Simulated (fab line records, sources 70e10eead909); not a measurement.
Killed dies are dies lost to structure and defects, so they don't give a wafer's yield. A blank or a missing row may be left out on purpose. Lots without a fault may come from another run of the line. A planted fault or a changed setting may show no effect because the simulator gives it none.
Problem report in the 8D (eight disciplines) form, filled by code | flow nand_harc | the parts of the form that need people (team, actions taken, sign-off) are left out

1. THE PROBLEM
killed_at_array at NHARC_END_SORT_01 reads a mean of 670 on 2 wafers of 1 lot; wafers without a fault read 52 with a standard deviation of 17. That is +36 standard deviations from the usual mean.
First seen on wafer L274.1, day 30 19:19, on prober-02. The record holds 3 wafers of 1 lot with a number at this step. Rule for "out", or "out of limits": more than 4 standard deviations from the usual mean. The other wafers with a number count as sound.

2. WHAT IT IS AND WHAT IT IS NOT
question                    | is                           | is not
which readings at this step | killed_at_array, killed_dies | killed_at_other, killed_at_periphery, killed_open, killed_short
which lots                  | L274                         | -
which wafers of those lots  | L274.1, L274.5               | L274.6
read on which gauges        | prober-02                    | -
when                        | from day 30 19:19            | up to then (0 sound wafers); but 1 sound wafer of L274 came after

3. SUSPECTS, AND WHAT RULES EACH OUT
Counting: a tool at a process step up to the reading stays a suspect if it ran every lot that is out. Sound lots after the first of them don't rule it out here, since some wafers of a struck lot are sound.
- the gauge at NHARC_END_SORT_01: ruled out. All the wafers that are out were read on prober-02, but those of them that NHARC_A_STAIRCASE_ETCH_192 has rows for are out there too, on other tools.
- rie_diel-10 at NHARC_A_STAIRCASE_ETCH_15 (etches the open film in C4F8/O2, target depth 100 nm, time 40.5 s): kept. It ran the lot that is out, L274 (day 22 14:39). NHARC_A_STAIRCASE_ETCH_15 gives no start for some lots, so the hours and the order of its lots are those of NHARC_A_STAIRCASE_ETCH_192.
- rie_diel-10 at NHARC_A_STAIRCASE_ETCH_192 (etches the open film in C4F8/O2, target depth 100 nm, time 40.5 s): kept. It ran the lot that is out, L274 (day 22 14:39). Its own readings are out on those wafers: oes_product_au.
- rie_diel-10 at NHARC_A_STAIRCASE_TRIM_193 (chemistry O2, time 211.2 s): kept. It ran the lot that is out, L274 (day 30 19:19). NHARC_A_STAIRCASE_TRIM_193 gives no start for some lots, so the hours and the order of its lots are those of NHARC_END_SORT_01.
- rie_diel-10 at NHARC_A_STAIRCASE_ETCH_199 (etches the open film in C4F8/O2, target depth 100 nm, time 40.5 s): kept. It ran the lot that is out, L274 (day 30 19:19). NHARC_A_STAIRCASE_ETCH_199 gives no start for some lots, so the hours and the order of its lots are those of NHARC_END_SORT_01.
- Within rie_diel-10 at NHARC_A_STAIRCASE_ETCH_15: the wafers that are out ran in chambers 0, 2; their sound lot-mates ran in chamber 3.
- Within rie_diel-10 at NHARC_A_STAIRCASE_ETCH_192: the wafers that are out ran in chambers 1, 3; their sound lot-mates ran in chamber 0.
- Within rie_diel-10 at NHARC_A_STAIRCASE_TRIM_193: the wafers that are out ran in chamber 3; their sound lot-mates ran in chamber 2.
- Within rie_diel-10 at NHARC_A_STAIRCASE_ETCH_199: the wafers that are out ran in chambers 2, 3; their sound lot-mates ran in chamber 0.
Left after counting: rie_diel-10 at NHARC_A_STAIRCASE_ETCH_15, rie_diel-10 at NHARC_A_STAIRCASE_ETCH_192, rie_diel-10 at NHARC_A_STAIRCASE_TRIM_193, rie_diel-10 at NHARC_A_STAIRCASE_ETCH_199.

4. THE CAUSE (what the simulator had put in)
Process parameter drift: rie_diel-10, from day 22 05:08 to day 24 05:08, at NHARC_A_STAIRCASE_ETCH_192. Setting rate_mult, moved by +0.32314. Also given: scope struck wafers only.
Counting left 4 suspects, and this tool is among them.

5. THE CHAIN OF EFFECTS, in route order
Each row: a reading whose mean over the struck wafers that have a number lies more than 3 standard deviations from the usual. Only readings for which the record gives a usual standard deviation are gone through. hours: the time from each lot's start at the first step in this table that gives one to its start at this step, as a median over the lots. sigmas: the change in usual standard deviations.
hours | step                       | reading         | usual      | on struck wafers | change | sigmas
0     | NHARC_A_STAIRCASE_ETCH_192 | oes_product_au  | 0.942 a.u. | 1.111            | +0.169 | +12
197   | NHARC_END_SORT_01          | killed_at_array | 52         | 670              | +618   | +36
197   | NHARC_END_SORT_01          | killed_dies     | 58         | 677              | +619   | +36
The process steps in it:
- NHARC_A_STAIRCASE_ETCH_192: etches the open film in C4F8/O2, target depth 100 nm, time 40.5 s.

6. WHAT WOULD HAVE CAUGHT IT SOONER
In this record the first reading out of limits at a measuring or inspecting step was taken at day 30 19:19, 206 hours after the fault began at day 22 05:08.
The tool's own readings at NHARC_A_STAIRCASE_ETCH_192 were out on every struck wafer that the step has a row for (oes_product_au): an alarm limit on them would have fired on the first of those.
All the lots that are out (1) had begun NHARC_A_STAIRCASE_ETCH_192 on rie_diel-10 by day 30 19:19. A hold on the tool at that time would have spared none of them.
